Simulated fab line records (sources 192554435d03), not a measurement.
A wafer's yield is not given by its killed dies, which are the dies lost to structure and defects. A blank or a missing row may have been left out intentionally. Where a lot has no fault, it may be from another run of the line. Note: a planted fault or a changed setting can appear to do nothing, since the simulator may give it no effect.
fab line records -- flow n5Finfet
record: lots: 7, wafers: 21, lastDay: 18
route steps=1938 shown FIN_SAQP@96 PASSIVATION@1936
lots that met no fault: taken from a fault-free run of the same line
startH: the number of hours between the record's first day and the start of the first shown wafer of the lot -- waitH: hours elapsed since this lot's preceding step -- " identical to the entry in the row above -- L1.1+2: a single row standing in for several wafers -- - no value, or no start was given -- * or withheld: withheld -- < > ~ a bound
route shown NAME@n: names a module that has steps shown in the file, with the first one's number in the route -- usual: the fault-free wafers' mean and standard deviation -- same: alike in all rows -- chamber/n: place in a boat -- sites: the reading at each site -- _std_site: standard deviation of those values -- _edge_site: inner sites' mean taken away from outer sites' mean -- radiusMm: for every site, how far away it sits from the centre of the wafer -- mask NAME#n: copy n -- behind: the last tool/chamber to shape the wafer -- hold: why the lot was held/for how many hours/how that ended -- device: the n, p or np transistor that did not switch -- end of line: tests run on the same wafers once the route is complete -- step lacking rows: just its recipe -- killed: dies that structure and defects cost at the first sort, which is not the same as the wafer's yield -- map: dies across one wafer; x = killed, . = not, _ = none there
set.NAME: the setting as run; set.NAME@STEP: as run at that earlier step -- model.NAME: the simulator's own value behind a step, which no gauge read
lots at some steps of the route; a table a step, a row a wafer
services: the hour from which a tool's chamber was out of use, counted from the record's first day as startH (under 0 if before that day), plus the number of hours and why
== steps ==
step: N5_FIN_SAQP_HM_DEP_03
recipe: material: SiNx, targetThkA: 380, tempC: 400, precursor: SiH4/NH3/N2, pressureTorr: 1.5, rfW: 300, timeS: 33.6
usual: chamberPressureTorr: 1.499/0.003, heaterPowerW: 746/83, showerheadPlenumPTorr: 5.14/0.053, throttleValvePct: 39.5/1.5
lot.wafer,tool,chamber,startH,waitH,chamberPressureTorr,heaterPowerW,showerheadPlenumPTorr,throttleValvePct
L984.2,pecvd-03,0,33.16,0.2,1.499,773,5.11,38.0
L984.3,pecvd-03,1,33.16,0.2,1.496,704,5.08,42.3
L984.5,pecvd-03,1,33.16,0.2,1.501,721,5.08,42.7
L988.1,pecvd-03,0,56.91,0.2,1.502,779,5.10,38.0
L988.2,pecvd-03,2,56.91,0.2,1.496,681,5.27,39.8
L988.6,pecvd-03,0,56.91,0.2,1.503,793,5.11,37.9
L990.1,pecvd-04,2,69.04,0.2,1.499,784,5.12,40.8
L990.4,pecvd-04,2,69.04,0.2,1.497,786,5.12,40.8
L990.5,pecvd-04,0,69.04,0.2,1.503,898,5.12,40.0
L991.1,pecvd-02,0,76.85,0.3,1.498,686,5.12,38.2
L991.3,pecvd-02,1,76.85,0.3,1.505,818,5.15,37.6
L991.4,pecvd-02,1,76.85,0.3,1.503,822,5.16,37.5
L999.1,pecvd-02,0,122.94,0.2,1.502,745,5.13,38.5
L999.4,pecvd-02,0,122.94,0.2,1.503,766,5.12,38.7
L999.5,pecvd-02,1,122.94,0.2,1.496,673,5.16,37.8
L103.2,pecvd-02,2,146.47,0.2,1.502,781,5.15,37.8
L103.5,pecvd-02,0,146.47,0.2,1.493,672,5.13,38.7
L103.6,pecvd-02,1,146.47,0.2,1.505,776,5.16,37.9
L104.2,pecvd-04,0,153.99,0.2,1.502,833,5.11,40.0
L104.4,pecvd-04,0,153.99,0.2,1.498,849,5.12,40.2
L104.6,pecvd-04,1,153.99,0.2,1.502,688,5.15,39.0
step: N5_FIN_SAQP_THK_MEAS_05
usual: thkNm: 38.0/0.59
lot.wafer,tool,chamber,startH,waitH,thkNm
L984.2,filmMetro-01,-,33.25,0.1,37.2
L984.3,filmMetro-01,-,33.25,0.1,36.8
L984.5,filmMetro-01,-,33.25,0.1,37.6
L988.1,filmMetro-01,-,56.99,0.1,37.9
L988.2,filmMetro-01,-,56.99,0.1,38.7
L988.6,filmMetro-01,-,56.99,0.1,38.2
L990.1,filmMetro-01,-,69.12,0.1,36.9
L990.4,filmMetro-01,-,69.12,0.1,37.3
L990.5,filmMetro-01,-,69.12,0.1,38.1
L991.1,filmMetro-02,-,76.94,0.1,38.1
L991.3,filmMetro-02,-,76.94,0.1,38.4
L991.4,filmMetro-02,-,76.94,0.1,38.3
L999.1,filmMetro-01,-,123.02,0.1,37.7
L999.4,filmMetro-01,-,123.02,0.1,38.4
L999.5,filmMetro-01,-,123.02,0.1,39.0
L103.2,filmMetro-02,-,146.56,0.1,37.6
L103.5,filmMetro-02,-,146.56,0.1,38.4
L103.6,filmMetro-02,-,146.56,0.1,39.2
L104.2,filmMetro-02,-,154.07,0.1,37.3
L104.4,filmMetro-02,-,154.07,0.1,38.0
L104.6,filmMetro-02,-,154.07,0.1,38.5
step: N5_FIN_SAQP_PECVD_47
recipe: material: a-Si, targetThkA: 450, tempC: 400, precursor: SiH4/He, pressureTorr: 3, rfW: 100, timeS: 36.3
usual: chamberPressureTorr: 3.001/0.0069, heaterPowerW: 827/89, showerheadPlenumPTorr: 5.67/0.035, throttleValvePct: 18.0/0.75
lot.wafer,tool,chamber,startH,waitH,chamberPressureTorr,heaterPowerW,showerheadPlenumPTorr,throttleValvePct
L984.2,pecvd-03,0,33.29,0.0,3.006,838,5.64,17.3
L984.3,pecvd-03,2,33.29,0.0,3.002,734,5.77,17.8
L984.5,pecvd-03,0,33.29,0.0,2.996,841,5.66,17.5
L988.1,pecvd-02,0,57.03,0.0,3.003,768,5.65,17.3
L988.2,pecvd-02,2,57.03,0.0,3.004,980,5.67,17.2
L988.6,pecvd-02,0,57.03,0.0,2.987,787,5.64,17.6
L990.1,pecvd-03,1,69.16,0.0,3.011,756,5.63,19.4
L990.4,pecvd-03,2,69.16,0.0,3.000,763,5.74,17.9
L990.5,pecvd-03,0,69.16,0.0,3.005,857,5.64,17.3
L991.1,pecvd-04,0,76.97,0.0,2.987,952,5.67,18.3
L991.3,pecvd-04,1,76.97,0.0,2.994,795,5.67,18.1
L991.4,pecvd-04,2,76.97,0.0,3.003,748,5.63,18.5
L999.1,pecvd-03,1,123.06,0.0,3.008,699,5.63,19.6
L999.4,pecvd-03,0,123.06,0.0,3.007,744,5.65,17.4
L999.5,pecvd-03,2,123.06,0.0,3.008,777,5.76,18.2
L103.2,pecvd-04,2,146.60,0.0,3.002,849,5.66,18.5
L103.5,pecvd-04,2,146.60,0.0,3.011,850,5.66,18.8
L103.6,pecvd-04,1,146.60,0.0,3.007,692,5.67,17.9
L104.2,pecvd-02,1,154.11,0.0,2.993,779,5.69,17.3
L104.4,pecvd-02,2,154.11,0.0,2.993,981,5.67,17.4
L104.6,pecvd-02,0,154.11,0.0,2.997,753,5.67,17.6
step: N5_FIN_SAQP_PECVD_48
recipe: material: SiNx, targetThkA: 250, tempC: 400, precursor: SiH4/NH3/N2, pressureTorr: 1.5, rfW: 300, timeS: 22.1
usual: chamberPressureTorr: 1.500/0.0032, heaterPowerW: 766/87, showerheadPlenumPTorr: 5.14/0.047, throttleValvePct: 39.5/1.6
lot.wafer,tool,chamber,startH,waitH,chamberPressureTorr,heaterPowerW,showerheadPlenumPTorr,throttleValvePct
L984.2,pecvd-03,0,33.33,0.0,1.498,801,5.10,37.9
L984.3,pecvd-03,2,33.33,0.0,1.499,635,5.26,39.4
L984.5,pecvd-03,0,33.33,0.0,1.503,830,5.11,37.9
L988.1,pecvd-02,0,57.07,0.0,1.507,718,5.12,38.3
L988.2,pecvd-02,2,57.07,0.0,1.497,878,5.13,37.4
L988.6,pecvd-02,0,57.07,0.0,1.500,732,5.13,38.6
L990.1,pecvd-03,1,69.20,0.0,1.501,724,5.08,42.4
L990.4,pecvd-03,2,69.20,0.0,1.499,707,5.26,39.6
L990.5,pecvd-03,0,69.20,0.0,1.500,790,5.10,38.0
L991.1,pecvd-04,0,77.02,0.0,1.503,870,5.10,40.0
L991.3,pecvd-04,1,77.02,0.0,1.497,642,5.15,39.1
L991.4,pecvd-04,2,77.02,0.0,1.499,762,5.12,40.9
L999.1,pecvd-03,1,123.10,0.0,1.499,658,5.09,42.6
L999.4,pecvd-03,0,123.10,0.0,1.495,725,5.12,38.1
L999.5,pecvd-03,2,123.10,0.0,1.500,650,5.27,39.8
L103.2,pecvd-04,2,146.64,0.0,1.501,744,5.11,40.8
L103.5,pecvd-04,2,146.64,0.0,1.502,728,5.13,40.9
L103.6,pecvd-04,1,146.64,0.0,1.501,671,5.16,39.0
L104.2,pecvd-02,1,154.15,0.0,1.501,758,5.14,37.7
L104.4,pecvd-02,2,154.15,0.0,1.496,902,5.15,38.1
L104.6,pecvd-02,0,154.15,0.0,1.499,729,5.13,38.7
step: N5_FIN_SAQP_PECVD_06
recipe: material: a-Si, targetThkA: 600, tempC: 400, precursor: SiH4/He, pressureTorr: 3, rfW: 100, timeS: 48.1
usual: chamberPressureTorr: 3.000/0.0063, heaterPowerW: 824/87, showerheadPlenumPTorr: 5.67/0.035, throttleValvePct: 18.0/0.74
lot.wafer,tool,chamber,startH,waitH,chamberPressureTorr,heaterPowerW,showerheadPlenumPTorr,throttleValvePct
L984.2,pecvd-03,0,33.37,0.0,3.011,884,5.64,17.5
L984.3,pecvd-03,2,33.37,0.0,2.989,725,5.75,18.0
L984.5,pecvd-03,0,33.37,0.0,2.998,895,5.65,17.4
L988.1,pecvd-02,0,57.11,0.0,2.998,728,5.66,17.6
L988.2,pecvd-02,2,57.11,0.0,3.011,987,5.66,17.2
L988.6,pecvd-02,0,57.11,0.0,3.013,754,5.65,17.6
L990.1,pecvd-03,1,69.24,0.0,3.007,815,5.63,19.6
L990.4,pecvd-03,2,69.24,0.0,3.002,761,5.73,18.0
L990.5,pecvd-03,0,69.24,0.0,2.999,825,5.63,17.5
L991.1,pecvd-04,0,77.05,0.0,2.999,1006,5.65,17.9
L991.3,pecvd-04,1,77.05,0.0,2.984,798,5.69,17.8
L991.4,pecvd-04,2,77.05,0.0,3.007,876,5.64,18.7
L999.1,pecvd-03,1,123.14,0.0,2.991,776,5.63,19.5
L999.4,pecvd-03,0,123.14,0.0,3.002,758,5.65,17.4
L999.5,pecvd-03,2,123.14,0.0,3.016,715,5.75,18.0
L103.2,pecvd-04,2,146.68,0.0,2.992,849,5.65,18.6
L103.5,pecvd-04,2,146.68,0.0,2.995,833,5.66,18.5
L103.6,pecvd-04,1,146.68,0.0,3.007,673,5.69,17.8
L104.2,pecvd-02,1,154.19,0.0,2.998,879,5.67,17.1
L104.4,pecvd-02,2,154.19,0.0,3.011,918,5.65,17.5
L104.6,pecvd-02,0,154.19,0.0,3.007,717,5.65,17.7
step: N5_FIN_SAQP_THK_MEAS_07
usual: thkNm: 60.1/0.8
lot.wafer,tool,chamber,startH,waitH,thkNm
L984.2,filmMetro-02,-,33.46,0.1,59.6
L984.3,filmMetro-02,-,33.46,0.1,59.0
L984.5,filmMetro-02,-,33.46,0.1,60.8
L988.1,filmMetro-01,-,57.20,0.1,60.1
L988.2,filmMetro-01,-,57.20,0.1,60.4
L988.6,filmMetro-01,-,57.20,0.1,61.0
L990.1,filmMetro-01,-,69.33,0.1,58.9
L990.4,filmMetro-01,-,69.33,0.1,59.3
L990.5,filmMetro-01,-,69.33,0.1,60.6
L991.1,filmMetro-02,-,77.14,0.1,60.7
L991.3,filmMetro-02,-,77.14,0.1,59.7
L991.4,filmMetro-02,-,77.14,0.1,62.0
L999.1,filmMetro-01,-,123.23,0.1,59.4
L999.4,filmMetro-01,-,123.23,0.1,59.2
L999.5,filmMetro-01,-,123.23,0.1,59.7
L103.2,filmMetro-02,-,146.77,0.1,59.5
L103.5,filmMetro-02,-,146.77,0.1,60.3
L103.6,filmMetro-02,-,146.77,0.1,59.8
L104.2,filmMetro-01,-,154.28,0.1,59.7
L104.4,filmMetro-01,-,154.28,0.1,60.9
L104.6,filmMetro-01,-,154.28,0.1,60.6
step: N5_FIN_SAQP_HM_DEP_72
recipe: material: SiO2, targetThkA: 120, tempC: 400, precursor: SiH4/N2O, pressureTorr: 0.75, rfW: 275, timeS: 7.2
usual: chamberPressureTorr: 0.7500/0.0016, heaterPowerW: 754/81, showerheadPlenumPTorr: 8.14/0.092
lot.wafer,tool,chamber,startH,waitH,chamberPressureTorr,heaterPowerW,showerheadPlenumPTorr
L984.2,pecvd-02,0,33.49,0.0,0.7520,650,8.12
L984.3,pecvd-02,0,33.49,0.0,0.7503,624,8.14
L984.5,pecvd-02,1,33.49,0.0,0.7507,724,8.18
L988.1,pecvd-04,2,57.25,0.0,0.7494,751,8.12
L988.2,pecvd-04,1,57.25,0.0,0.7488,756,8.16
L988.6,pecvd-04,2,57.25,0.0,0.7483,743,8.12
L990.1,pecvd-04,0,69.37,0.0,0.7479,922,8.08
L990.4,pecvd-04,1,69.37,0.0,0.7479,694,8.17
L990.5,pecvd-04,0,69.37,0.0,0.7482,928,8.06
L991.1,pecvd-03,0,77.18,0.0,0.7530,718,8.10
L991.3,pecvd-03,2,77.18,0.0,0.7502,730,8.38
L991.4,pecvd-03,1,77.18,0.0,0.7479,673,8.03
L999.1,pecvd-02,1,123.27,0.0,0.7475,790,8.17
L999.4,pecvd-02,0,123.27,0.0,0.7514,716,8.11
L999.5,pecvd-02,2,123.27,0.0,0.7518,845,8.16
L103.2,pecvd-03,1,146.80,0.0,0.7480,693,8.03
L103.5,pecvd-03,2,146.80,0.0,0.7485,721,8.39
L103.6,pecvd-03,1,146.80,0.0,0.7460,681,8.02
L104.2,pecvd-04,2,154.32,0.0,0.7482,809,8.11
L104.4,pecvd-04,2,154.32,0.0,0.7500,819,8.11
L104.6,pecvd-04,1,154.32,0.0,0.7486,700,8.17
step: N5_FIN_SAQP_COAT_49
recipe: resist: SOC, tempC: 250, timeS: 60, spinRpm: 1500, resistThkNm: 100
step: N5_FIN_SAQP_COAT_50
recipe: resist: SiARC, tempC: 220, timeS: 60, spinRpm: 1500, resistThkNm: 35
step: N5_FIN_SAQP_COAT_10
recipe: resist: CAR-ArF, spinRpm: 1500, resistThkNm: 90
step: N5_FIN_SAQP_EBR_12
recipe: solvent: PGMEA, ebrWidthMm: 1.5
step: N5_FIN_SAQP_SOFTBAKE_11
recipe: tempC: 110, timeS: 60, resist: CAR-ArF
step: N5_FIN_SAQP_EXPOSE_13
recipe: maskId: FIN_CORE, na: 1.35, sourceShape: dipole, sigmaInner: 0.538, sigmaOuter: 0.738, polarization: te, targetCdNm: 35.6, doseMj: 63.25
usual: reticleTempC: 23.00/0.11
lot.wafer,tool,chamber,startH,waitH,mask,reticleTempC
L984.2,arfiScanner-03,0,33.84,-,FIN_CORE#0,23.03
L984.3,arfiScanner-03,0,33.84,-,FIN_CORE#0,23.09
L984.5,arfiScanner-03,0,33.84,-,FIN_CORE#0,22.95
L988.1,arfiScanner-03,0,57.47,-,FIN_CORE#0,23.16
L988.2,arfiScanner-03,0,57.47,-,FIN_CORE#0,23.05
L988.6,arfiScanner-03,0,57.47,-,FIN_CORE#0,23.17
L990.1,arfiScanner-03,0,69.91,-,FIN_CORE#0,23.02
L990.4,arfiScanner-03,0,69.91,-,FIN_CORE#0,22.99
L990.5,arfiScanner-03,0,69.91,-,FIN_CORE#0,22.95
L991.1,arfiScanner-03,0,77.37,-,FIN_CORE#0,22.97
L991.3,arfiScanner-03,0,77.37,-,FIN_CORE#0,23.01
L991.4,arfiScanner-03,0,77.37,-,FIN_CORE#0,22.96
L999.1,arfiScanner-02,0,123.46,-,FIN_CORE#0,22.92
L999.4,arfiScanner-02,0,123.46,-,FIN_CORE#0,22.96
L999.5,arfiScanner-02,0,123.46,-,FIN_CORE#0,22.83
L103.2,arfiScanner-02,0,147.59,-,FIN_CORE#0,22.79
L103.5,arfiScanner-02,0,147.59,-,FIN_CORE#0,22.87
L103.6,arfiScanner-02,0,147.59,-,FIN_CORE#0,22.92
L104.2,arfiScanner-02,0,154.52,-,FIN_CORE#0,23.02
L104.4,arfiScanner-02,0,154.52,-,FIN_CORE#0,23.13
L104.6,arfiScanner-02,0,154.52,-,FIN_CORE#0,23.06
step: N5_FIN_SAQP_PEB_14
recipe: pebTempC: withheld, pebTimeS: 60, resist: CAR-ArF
step: N5_FIN_SAQP_DEVELOP_15
recipe: developTimeS: 30, developer: TMAH, resist: CAR-ArF, devTempC: 23, rinseLiquid: diw, dry: airSpin
step: N5_FIN_SAQP_CD_MEAS_16
recipe: targetCdNm: 35.6, landingEnergyEv: 500, detector: seInlens
usual: cdNm: 35.4/0.34
lot.wafer,tool,chamber,startH,waitH,cdNm
L984.2,cdSem-02,0,33.97,-,34.9
L984.3,cdSem-02,0,33.97,-,35.1
L984.5,cdSem-02,0,33.97,-,35.7
L988.1,cdSem-01,0,57.59,-,33.3
L988.2,cdSem-01,0,57.59,-,34.7
L988.6,cdSem-01,0,57.59,-,33.0
L990.1,cdSem-01,0,70.04,-,32.8
L990.4,cdSem-01,0,70.04,-,35.2
L990.5,cdSem-01,0,70.04,-,35.7
L991.1,cdSem-03,0,77.50,-,32.7
L991.3,cdSem-03,0,77.50,-,35.2
L991.4,cdSem-03,0,77.50,-,35.4
L999.1,cdSem-02,0,123.59,-,35.6
L999.4,cdSem-02,0,123.59,-,35.0
L999.5,cdSem-02,0,123.59,-,34.7
L103.2,cdSem-03,0,147.71,-,35.6
L103.5,cdSem-03,0,147.71,-,35.7
L103.6,cdSem-03,0,147.71,-,35.6
L104.2,cdSem-03,0,154.64,-,35.7
L104.4,cdSem-03,0,154.64,-,35.6
L104.6,cdSem-03,0,154.64,-,35.3
step: N5_FIN_SAQP_OVL_MEAS_17
recipe: pointsPerWafer: 44
usual: FIN_CORE_OVL: 0.2/0.79
lot.wafer,tool,chamber,startH,waitH,FIN_CORE_OVL[nm]
L984.2,overlay-01,0,34.01,0.0,-1.0
L984.3,overlay-01,0,34.01,0.0,-1.6
L984.5,overlay-01,0,34.01,0.0,-0.5
L988.1,overlay-01,0,57.63,0.0,-0.7
L988.2,overlay-01,0,57.63,0.0,0.1
L988.6,overlay-01,0,57.63,0.0,-0.9
L990.1,overlay-02,0,70.08,0.0,0.9
L990.4,overlay-02,0,70.08,0.0,1.5
L990.5,overlay-02,0,70.08,0.0,0.8
L991.1,overlay-02,0,77.54,0.0,-0.5
L991.3,overlay-02,0,77.54,0.0,-0.4
L991.4,overlay-02,0,77.54,0.0,0.2
L999.1,overlay-01,0,123.63,0.0,0.2
L999.4,overlay-01,0,123.63,0.0,0.0
L999.5,overlay-01,0,123.63,0.0,0.4
L103.2,overlay-01,0,147.75,0.0,1.5
L103.5,overlay-01,0,147.75,0.0,0.7
L103.6,overlay-01,0,147.75,0.0,0.4
L104.2,overlay-01,0,154.68,0.0,0.7
L104.4,overlay-01,0,154.68,0.0,1.3
L104.6,overlay-01,0,154.68,0.0,-0.4
step: N5_PASSIVATION_PROBE_49
usual: killed_at_M0_to_M3: 37/12, killed_at_M4_up: 14/5.3, killedAtContacts: 12/6.2, killedAtFrontEnd: 41/11, killedAtOther: 3.7/2.9, killedDies: 107/17, killedOpen: 71/12, killedShort: 34/7.9
same: grossDies: 1180, killedAtBackSide: 0
lot.wafer,tool,chamber,startH,waitH,killed_at_M0_to_M3,killed_at_M4_up,killedAtContacts,killedAtFrontEnd,killedAtOther,killedDies,killedOpen,killedShort
L988.6,prober-01,-,311.14,0.3,23,23,10,41,2,99,66,25
L991.1,prober-02,-,317.43,0.0,35,13,14,43,1,106,75,24
L990.1,prober-02,-,325.04,0.0,22,14,12,33,8,89,58,29
killed by level:class
L988.6 BEOL_M4:geometricParticle:open=14 STI_FIN_REVEAL:geometricParticle:open=11 FIN_SAQP:geometricParticle:open=7 MOL_CONTACT_COAG:geometricParticle:open=6 BEOL_M0_SAQP:geometricParticle:open=6 HKMG_FIN:areaEtch=6 FIN_SAQP:geometricParticle:short=5 BEOL_M0_SAQP:geometricParticle:short=5
L991.1 STI_FIN_REVEAL:geometricParticle:open=11 MOL_CONTACT_COAG:geometricParticle:open=10 DUMMY_GATE:geometricParticle:open=10 BEOL_M3:geometricParticle:open=8 BEOL_M0_SAQP:geometricParticle:short=6 BEOL_M1:geometricParticle:open=6 FIN_SAQP:geometricParticle:open=5 BEOL_M2:geometricParticle:open=5
L990.1 MOL_CONTACT_COAG:geometricParticle:open=9 BEOL_M2:geometricParticle:open=9 DUMMY_GATE:geometricParticle:open=7 FIN_SAQP:geometricParticle:open=5 STI_FIN_REVEAL:geometricParticle:open=5 ILD0:geometricParticle:short=4 BEOL_M2:geometricParticle:short=4 STARTING-WAFER:geometricParticle:open=4
== services ==
tool,chamber,startH,hours,kind
pecvd-02,2,21.22,-,clean
pecvd-02,2,21.22,-,consumableReplace:showerhead
pecvd-02,2,21.22,29.0,scheduledDown
pecvd-02,2,21.22,29.0,ventCycle
pecvd-04,2,24.51,2.1,scheduledDown
pecvd-04,-,31.77,2.8,pm
arfiScanner-03,-,42.60,1.0,pm
pecvd-03,1,49.46,2.1,scheduledDown
pecvd-04,0,49.86,11.3,repair
arfiScanner-02,-,57.14,1.0,pm
arfiScanner-03,-,65.90,3.9,pm
arfiScanner-02,-,67.34,45.5,repair
pecvd-03,-,95.85,2.8,pm
pecvd-04,1,99.31,8.8,repair
arfiScanner-03,0,106.16,-,calibration
pecvd-03,-,112.02,2.0,repair
arfiScanner-02,-,112.87,1.3,pm
pecvd-02,1,113.56,5.0,scheduledDown
arfiScanner-03,-,114.17,1.0,pm
arfiScanner-03,-,122.06,1.3,pm
arfiScanner-03,-,145.43,0.8,pm
arfiScanner-02,-,153.63,0.8,pm
== key ==
firstSign: step: N5_FIN_SAQP_CD_MEAS_16, reading: cdNm, direction: down, sigmas: 7.1, usual: 35.4, struck: 33.0
effect none on later readings
metAt N5_FIN_SAQP_EXPOSE_13
struckWafers L988.1,L988.6,L990.1,L991.1
testerLeftOut L988,L990,L991
onsetBetween 33.84 57.47
fault: kind: processParameterDrift, tool: arfiScanner-03, chamber: -, onsetH: 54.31, steps: N5_FIN_SAQP_EXPOSE_13, channel: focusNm, offset: 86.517, shape: step, endH: 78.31, scope: struckWafersOnly
testerLeftOut: of these lots the tester's yield and bins aren't shown, on N5 and GAA mostly nor the transistor test; their killed dies are dies lost to structure and defects alone, not to doping, threshold or leakage, so they don't give the yield
